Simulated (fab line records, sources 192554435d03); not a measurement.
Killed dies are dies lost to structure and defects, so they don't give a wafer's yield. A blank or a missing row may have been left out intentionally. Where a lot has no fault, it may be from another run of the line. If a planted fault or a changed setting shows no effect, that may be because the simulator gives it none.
fab line records	flow n5Finfet	part 1 of 2: steps 1 to 4 of 6
record lots=23	wafers=69	lastDay=21
route steps=1938 shown GATE_CUT@488 MOL_CONTACT_COAG@530
lots that met no fault: from a run of the same line without faults
startH: hours from the record's opening day to when the first of the lot's shown wafers began	waitH: how many hours have passed since the lot's step before this one	" repeats the value in the row above	L1.1+2: several wafers, shown together as one row	- no value, or no start given	* or withheld: withheld	< > ~ a bound
route shown NAME@n: names a module that has steps shown in the file, with the first one's number in the route	usual: average and standard deviation across the fault-free wafers	same: alike in all rows	chamber/n: place in a boat	sites: per-site readings	_std_site: standard deviation across them	_edge_site: outer sites' mean less inner sites'	radiusMm: how far each site lies from the wafer's centre	mask NAME#n: copy n	behind: the tool/chamber that last shaped the wafer	hold: what put the lot on hold/how long, in hours/how the hold closed	device: transistor that didn't switch, given as n, p or np	end of line: at the end of the route, the tests of the same wafers	step lacking rows: just its recipe	killed: the dies lost at the first sort to structure and to defects; this is not the yield of the wafer	map: per-die view of a wafer (x killed, . not killed, _ where there is no die)
set.NAME: the run value of the setting; set.NAME@STEP: its run value at that earlier step	model.NAME: the simulator's own value behind a step, which no gauge read
a sample of lots followed through the steps of the route, with each step as a table and each wafer as a row
services: the hour from which a tool's chamber was out of use, counted from the record's first day as startH (under 0 if before that day), plus the number of hours and why
## steps
# step N5_GATE_CUT_OVL_MEAS_14
# recipe pointsPerWafer=522
# usual GATE_CUT_OVL=0.4/0.71
lot.wafer	tool	chamber	startH	waitH	GATE_CUT_OVL[nm]
L074.1	overlay-02	0	81.55	0.0	0.3
L074.4	"	0	"	"	1.2
L074.6	"	0	"	"	0.9
L075.2	overlay-01	0	87.33	0.0	1.0
L075.3	"	0	"	"	0.7
L075.4	"	0	"	"	0.7
L076.2	overlay-02	0	94.26	0.0	0.0
L076.4	"	0	"	"	-0.2
L076.6	"	0	"	"	0.0
L077.2	overlay-02	0	99.72	0.0	0.4
L077.3	"	0	"	"	0.1
L077.5	"	0	"	"	0.7
L078.2	overlay-01	0	108.09	0.0	-0.6
L078.4	"	0	"	"	-0.5
L078.5	"	0	"	"	0.7
L079.4	overlay-02	0	115.43	0.0	0.4
L079.5	"	0	"	"	0.5
L079.6	"	0	"	"	0.9
L080.2	overlay-01	0	120.38	0.0	0.2
L080.4	"	0	"	"	-0.1
L080.5	"	0	"	"	-0.2
L081.3	overlay-02	0	125.37	0.0	1.5
L081.5	"	0	"	"	1.5
L081.6	"	0	"	"	1.3
L082.3	overlay-01	0	128.68	0.0	-0.3
L082.4	"	0	"	"	-0.8
L082.6	"	0	"	"	-0.6
L083.2	overlay-02	0	135.16	0.0	-0.1
L083.3	"	0	"	"	-0.5
L083.6	"	0	"	"	-0.2
L084.1	overlay-02	0	144.87	0.0	0.2
L084.4	"	0	"	"	-0.4
L084.5	"	0	"	"	0.2
L085.2	overlay-01	0	151.67	0.0	0.1
L085.3	"	0	"	"	-0.6
L085.4	"	0	"	"	0.1
L087.1	overlay-02	0	158.78	0.0	0.9
L087.2	"	0	"	"	0.0
L087.6	"	0	"	"	0.7
L088.2	overlay-02	0	165.61	0.0	0.5
L088.5	"	0	"	"	0.7
L088.6	"	0	"	"	0.7
L089.1	overlay-01	0	171.93	0.0	-0.6
L089.2	"	0	"	"	-0.4
L089.4	"	0	"	"	-0.6
L090.3	overlay-02	0	180.67	0.0	1.1
L090.4	"	0	"	"	1.3
L090.6	"	0	"	"	1.8
L091.3	overlay-01	0	185.59	0.0	-0.4
L091.4	"	0	"	"	0.0
L091.5	"	0	"	"	-0.1
L092.2	overlay-01	0	192.60	0.0	1.3
L092.3	"	0	"	"	1.1
L092.5	"	0	"	"	0.6
L093.2	overlay-02	0	196.76	0.0	0.4
L093.3	"	0	"	"	0.0
L093.6	"	0	"	"	-1.2
L094.2	overlay-02	0	208.64	0.0	0.7
L094.3	"	0	"	"	1.3
L094.4	"	0	"	"	1.1
L095.1	overlay-02	0	211.57	0.0	0.1
L095.2	"	0	"	"	-0.2
L095.6	"	0	"	"	-0.6
L096.1	overlay-02	0	214.80	0.0	0.0
L096.2	"	0	"	"	0.9
L096.5	"	0	"	"	0.9
L097.4	overlay-01	0	222.74	0.0	1.1
L097.5	"	0	"	"	2.2
L097.6	"	0	"	"	-0.2
# step N5_GATE_CUT_CMP_61
# recipe stopOn=SiNx	tOverpolishS=3	postCmpClean=alkalineBrush	downForcePsi=4	platenRpm=27.09	padVelocityMS=0.539
# usual headPressurePsi=3.999/0.0095	motorCurrentA=12.5/0.89
lot.wafer	tool	chamber	startH	waitH	headPressurePsi	motorCurrentA
L074.1	cmp-02	0	84.77	0.4	4.009	11.7
L074.4	"	1	"	"	3.999	12.3
L074.6	"	0	"	"	3.993	12.6
L075.4	cmp-04	1	90.68	0.3	3.988	12.0
L075.3	"	2	"	"	4.004	12.4
L075.2	"	3	"	"	3.980	13.6
L076.4	cmp-04	2	97.78	0.3	3.981	12.3
L076.2	"	3	"	"	3.997	13.8
L076.6	"	1	"	"	3.985	11.7
L077.3	cmp-02	0	103.21	0.3	4.005	12.5
L077.2	"	1	"	"	4.018	12.6
L077.5	"	3	"	"	3.990	13.6
L078.4	cmp-02	3	111.33	0.4	3.997	13.3
L078.2	"	1	"	"	4.000	12.4
L078.5	"	0	"	"	3.996	11.9
L079.4	cmp-03	0	118.77	0.3	4.010	12.8
L079.6	"	3	"	"	3.998	11.5
L079.5	"	0	"	"	3.987	12.8
L080.2	cmp-04	2	123.63	0.4	3.994	12.4
L080.4	"	1	"	"	4.000	12.3
L080.5	"	2	"	"	4.002	12.1
L081.3	cmp-02	0	128.58	0.4	4.028	11.4
L081.6	"	0	"	"	4.000	13.2
L081.5	"	1	"	"	3.968	12.0
L082.3	cmp-04	3	132.19	0.3	4.003	14.1
L082.4	"	0	"	"	4.005	11.4
L082.6	"	2	"	"	3.993	11.7
L083.3	cmp-04	3	139.08	0.4	4.006	13.3
L083.2	"	0	"	"	4.007	11.5
L083.6	"	0	"	"	3.997	11.4
L084.4	cmp-02	0	148.27	0.3	4.002	11.5
L084.1	"	1	"	"	4.019	12.4
L084.5	"	3	"	"	3.997	13.3
L085.2	cmp-04	1	155.80	0.4	4.001	10.9
L085.3	"	2	"	"	3.987	11.9
L085.4	"	3	"	"	4.007	13.2
L087.1	cmp-02	2	162.41	0.4	4.006	12.2
L087.2	"	3	"	"	3.998	13.5
L087.6	"	3	"	"	3.992	13.7
L088.2	cmp-04	0	169.07	0.3	4.001	11.2
L088.5	"	2	"	"	3.996	12.6
L088.6	"	3	"	"	3.989	13.0
L089.1	cmp-02	0	176.40	0.4	3.996	12.0
L089.4	"	1	"	"	4.004	12.7
L089.2	"	3	"	"	4.005	13.6
L090.3	cmp-02	2	185.51	0.3	4.000	12.1
L090.4	"	3	"	"	3.985	13.8
L090.6	"	0	"	"	3.999	11.9
L091.4	cmp-02	2	189.32	0.4	3.988	11.8
L091.3	"	0	"	"	4.006	12.6
L091.5	"	3	"	"	3.998	13.6
L092.2	cmp-04	0	195.93	0.3	4.004	11.3
L092.3	"	1	"	"	4.005	11.4
L092.5	"	0	"	"	3.997	11.5
L093.3	cmp-03	1	200.36	0.4	3.996	13.2
L093.2	"	3	"	"	4.001	12.1
L093.6	"	1	"	"	3.985	13.0
L094.3	cmp-04	2	211.98	0.4	4.006	12.7
L094.2	"	0	"	"	4.000	11.6
L094.4	"	1	"	"	3.999	11.9
L095.2	cmp-04	1	214.87	0.3	3.987	11.0
L095.1	"	2	"	"	4.016	12.7
L095.6	"	3	"	"	3.980	12.7
L096.1	cmp-03	1	218.06	0.3	4.000	13.3
L096.2	"	2	"	"	3.990	13.7
L096.5	"	1	"	"	3.993	13.0
L097.4	cmp-03	1	226.45	0.3	3.998	13.1
L097.5	"	3	"	"	4.008	11.2
L097.6	"	0	"	"	3.998	13.4
# step N5_MOL_CONTACT_COAG_ETCH_59
# recipe chemistry=N2/H2	target=underlayer	targetDepthA=130	maskMaterial=CAR-EUV	timeS=10.4	ionEnergyEv=200	pressureMtorr=30	sourceW=840	biasW=150	n2FlowSccm=200	h2FlowSccm=200	ends=cleared
# usual drypumpMotorCurrentA=5.70/0.2	etchRfOnTimeS=10.5/0.36	oesProductAu=0.66/0.062	rfVppV=523.9/2.4	showerheadPlenumPTorr=2.54/0.085	throttleValvePct=17.92/0.22
lot.wafer	tool	chamber	startH	waitH	drypumpMotorCurrentA	etchRfOnTimeS	oesProductAu	rfHoursCounterH	rfVppV	showerheadPlenumPTorr	throttleValvePct
L074.1	rieDiel-03	2	85.58	0.0	5.97	10.8	0.65	140	526.5	2.65	17.82
L074.4	"	1	"	"	5.79	10.4	0.71	-	521.3	2.46	17.90
L074.6	"	0	"	"	5.54	10.0	0.63	-	522.9	2.51	17.72
L075.2	rieDiel-04	1	91.42	0.0	5.90	10.0	0.61	234	523.0	2.51	18.17
L075.3	"	0	"	"	5.84	10.2	0.60	241	523.8	2.49	18.13
L075.4	"	3	"	"	5.25	10.7	0.65	137	528.2	2.66	18.21
L076.2	rieDiel-03	0	98.43	0.0	5.52	10.0	0.63	175	522.7	2.51	17.74
L076.4	"	1	"	"	5.77	10.3	0.70	-	521.0	2.45	17.91
L076.6	"	2	"	"	5.97	10.8	0.63	-	526.9	2.65	17.81
L077.2	rieDiel-01	2	103.86	0.0	5.66	11.0	0.64	135	524.1	2.56	18.31
L077.3	"	3	"	"	5.86	10.7	0.59	222	523.1	2.52	17.88
L077.5	"	0	"	"	5.75	10.3	0.74	-	523.6	2.48	17.74
L078.2	rieDiel-03	3	112.01	0.0	5.68	10.9	0.68	104	521.2	2.43	17.55
L078.4	"	0	"	"	5.52	10.1	0.63	179	523.5	2.50	17.75
L078.5	"	2	"	"	5.95	10.8	0.64	-	527.3	2.65	17.83
L079.4	rieDiel-01	2	119.55	0.0	5.65	11.1	0.64	137	524.4	2.56	18.32
L079.5	"	1	"	"	5.56	10.2	0.75	-	528.5	2.69	17.86
L079.6	"	2	"	"	5.63	11.1	0.65	-	523.7	2.56	18.31
L080.2	rieDiel-04	3	124.46	0.0	5.24	10.7	0.65	144	527.3	2.66	18.22
L080.4	"	0	"	"	5.86	10.1	0.60	249	523.1	2.49	18.14
L080.5	"	1	"	"	5.95	9.8	0.62	-	522.4	2.51	18.23
L081.3	rieDiel-01	2	129.39	0.0	5.65	11.0	0.64	141	525.8	2.56	18.34
L081.5	"	2	"	"	5.65	11.0	0.64	-	524.9	2.56	18.33
L081.6	"	3	"	"	5.88	10.9	0.58	-	522.4	2.51	17.87
L082.3	rieDiel-01	1	132.97	0.0	5.53	10.0	0.76	46	529.4	2.69	17.87
L082.4	"	3	"	"	5.87	10.8	0.58	228	522.2	2.51	17.88
L082.6	"	0	"	"	5.76	10.1	0.73	-	522.2	2.47	17.76
L083.2	rieDiel-04	3	140.02	0.0	5.24	10.7	0.64	149	525.0	2.65	18.24
L083.3	"	2	"	"	5.40	10.7	0.60	220	524.7	2.64	18.08
L083.6	"	2	"	"	5.40	10.6	0.59	-	526.3	2.64	18.05
L084.1	rieDiel-01	0	148.90	0.0	5.73	10.2	0.73	75	521.0	2.47	17.77
L084.4	"	2	"	"	5.64	11.0	0.64	147	523.6	2.55	18.34
L084.5	"	2	"	"	5.65	11.0	0.63	-	524.4	2.55	18.34
L085.2	rieDiel-03	2	156.62	0.0	6.04	10.8	0.63	159	525.3	2.64	17.86
L085.3	"	1	"	"	5.79	10.5	0.70	100	520.1	2.45	17.94
L085.4	"	0	"	"	5.52	10.3	0.61	191	525.0	2.50	17.76
L087.1	rieDiel-04	3	163.44	0.0	5.22	10.7	0.63	160	524.7	2.65	18.24
L087.2	"	0	"	"	5.87	10.0	0.83	7	522.5	2.48	17.73
L087.6	"	2	"	"	5.37	10.6	0.59	-	525.2	2.63	18.06
L088.2	rieDiel-03	2	169.70	0.0	5.96	10.7	0.63	164	528.2	2.64	17.85
L088.5	"	1	"	"	5.78	10.4	0.69	-	520.9	2.45	17.94
L088.6	"	0	"	"	5.51	10.3	0.61	-	524.0	2.50	17.77
L089.1	rieDiel-01	1	177.09	0.0	5.55	10.2	0.72	65	527.9	2.68	17.91
L089.2	"	2	"	"	5.64	11.1	0.62	159	522.2	2.55	18.35
L089.4	"	3	"	"	5.86	10.9	0.58	244	522.4	2.51	17.91
L090.3	rieDiel-03	0	186.18	0.0	5.53	10.3	0.60	203	522.6	2.49	17.78
L090.4	"	3	"	"	5.66	10.9	0.66	129	521.2	2.42	17.60
L090.6	"	2	"	"	5.96	10.7	0.62	-	528.1	2.64	17.86
L091.3	rieDiel-03	2	190.14	0.0	5.96	10.8	0.61	173	526.6	2.64	17.87
L091.4	"	3	"	"	5.67	10.9	0.66	131	521.7	2.42	17.60
L091.5	"	2	"	"	5.96	10.8	0.62	-	526.9	2.63	17.86
L092.2	rieDiel-03	0	196.58	0.0	5.56	10.4	0.60	207	522.6	2.49	17.79
L092.3	"	3	"	"	5.67	11.0	0.66	133	521.9	2.42	17.61
L092.5	"	0	"	"	5.54	10.4	0.60	-	522.9	2.49	17.78
L093.2	rieDiel-01	2	201.17	0.0	5.66	11.2	0.62	168	523.2	2.54	18.37
L093.3	"	1	"	"	5.55	10.2	0.72	74	527.0	2.68	17.93
L093.6	"	0	"	"	5.76	10.3	0.71	-	521.5	2.46	17.81
L094.2	rieDiel-04	1	212.67	0.0	5.91	9.9	0.81	15	522.6	2.50	17.70
L094.3	"	0	"	"	5.86	10.0	0.78	27	523.6	2.48	17.75
L094.4	"	0	"	"	5.86	9.9	0.79	-	523.1	2.48	17.75
L095.1	rieDiel-04	1	215.49	0.0	5.93	10.1	0.80	16	523.7	2.50	17.72
L095.2	"	3	"	"	5.25	10.8	0.60	182	526.7	2.64	18.31
L095.6	"	1	"	"	5.93	10.0	0.81	-	522.1	2.50	17.71
L096.1	rieDiel-03	1	218.88	0.0	5.79	10.3	0.67	125	522.4	2.44	17.98
L096.2	"	3	"	"	5.65	10.9	0.65	142	521.9	2.42	17.62
L096.5	"	1	"	"	5.79	10.3	0.67	-	519.9	2.44	17.99
L097.4	rieDiel-03	1	227.20	0.0	5.76	10.5	0.67	127	522.7	2.44	17.98
L097.5	"	3	"	"	5.66	11.1	0.65	-	520.4	2.41	17.61
L097.6	"	0	"	"	5.54	10.2	0.60	-	522.7	2.49	17.80
# step N5_MOL_CONTACT_COAG_THK_MEAS_29
# recipe reads=SiNx_of_GATE_CUT_PECVD_57+SiNx_of_GATE_CUT_SAC_CAP_01
# usual MD_CAP_THK=17.92/0.086
lot.wafer	tool	chamber	startH	waitH	MD_CAP_THK[nm]
L074.1	filmMetro-01	-	93.54	-	17.92
L074.4	"	-	"	"	17.91
L074.6	"	-	"	"	17.98
L075.2	filmMetro-02	-	99.65	-	17.80
L075.3	"	-	"	"	17.85
L075.4	"	-	"	"	17.87
L076.2	filmMetro-01	-	112.32	-	17.82
L076.4	"	-	"	"	17.87
L076.6	"	-	"	"	18.04
L077.2	filmMetro-01	-	114.01	-	17.90
L077.3	"	-	"	"	17.95
L077.5	"	-	"	"	17.92
L078.2	filmMetro-01	-	119.07	-	17.98
L078.4	"	-	"	"	18.00
L078.5	"	-	"	"	18.02
L080.2	filmMetro-02	-	136.92	-	17.99
L080.4	"	-	"	"	17.88
L080.5	"	-	"	"	17.97
L079.4	filmMetro-02	-	137.25	-	17.89
L079.5	"	-	"	"	17.81
L079.6	"	-	"	"	17.93
L082.3	filmMetro-01	-	140.64	-	18.08
L082.4	"	-	"	"	18.01
L082.6	"	-	"	"	17.96
L081.3	filmMetro-02	-	141.19	-	17.91
L081.5	"	-	"	"	17.85
L081.6	"	-	"	"	17.91
L083.2	filmMetro-02	-	148.38	-	18.01
L083.3	"	-	"	"	18.13
L083.6	"	-	"	"	17.93
L084.1	filmMetro-02	-	157.21	-	17.89
L084.4	"	-	"	"	17.95
L084.5	"	-	"	"	17.88
L085.2	filmMetro-01	-	166.27	-	17.92
L085.3	"	-	"	"	17.94
L085.4	"	-	"	"	17.95
L087.1	filmMetro-01	-	172.04	-	17.97
L087.2	"	-	"	"	18.05
L087.6	"	-	"	"	17.88
L088.2	filmMetro-02	-	178.58	-	17.85
L088.5	"	-	"	"	17.90
L088.6	"	-	"	"	17.81
L089.1	filmMetro-01	-	186.16	-	18.03
L089.2	"	-	"	"	18.18
L089.4	"	-	"	"	17.98
L090.3	filmMetro-02	-	196.61	-	17.98
L090.4	"	-	"	"	17.99
L090.6	"	-	"	"	17.92
L091.3	filmMetro-02	-	198.96	-	17.77
L091.4	"	-	"	"	17.78
L091.5	"	-	"	"	17.96
L092.2	filmMetro-02	-	204.08	-	17.91
L092.3	"	-	"	"	17.90
L092.5	"	-	"	"	17.93
L093.2	filmMetro-01	-	210.00	-	17.86
L093.3	"	-	"	"	17.88
L093.6	"	-	"	"	17.91
L094.2	filmMetro-02	-	221.16	-	17.84
L094.3	"	-	"	"	17.88
L094.4	"	-	"	"	17.89
L095.1	filmMetro-01	-	224.74	-	17.84
L095.2	"	-	"	"	17.97
L095.6	"	-	"	"	17.92
L096.1	filmMetro-02	-	228.27	-	17.81
L096.2	"	-	"	"	17.88
L096.5	"	-	"	"	17.77
L097.4	filmMetro-01	-	234.42	-	17.80
L097.5	"	-	"	"	17.90
L097.6	"	-	"	"	17.86
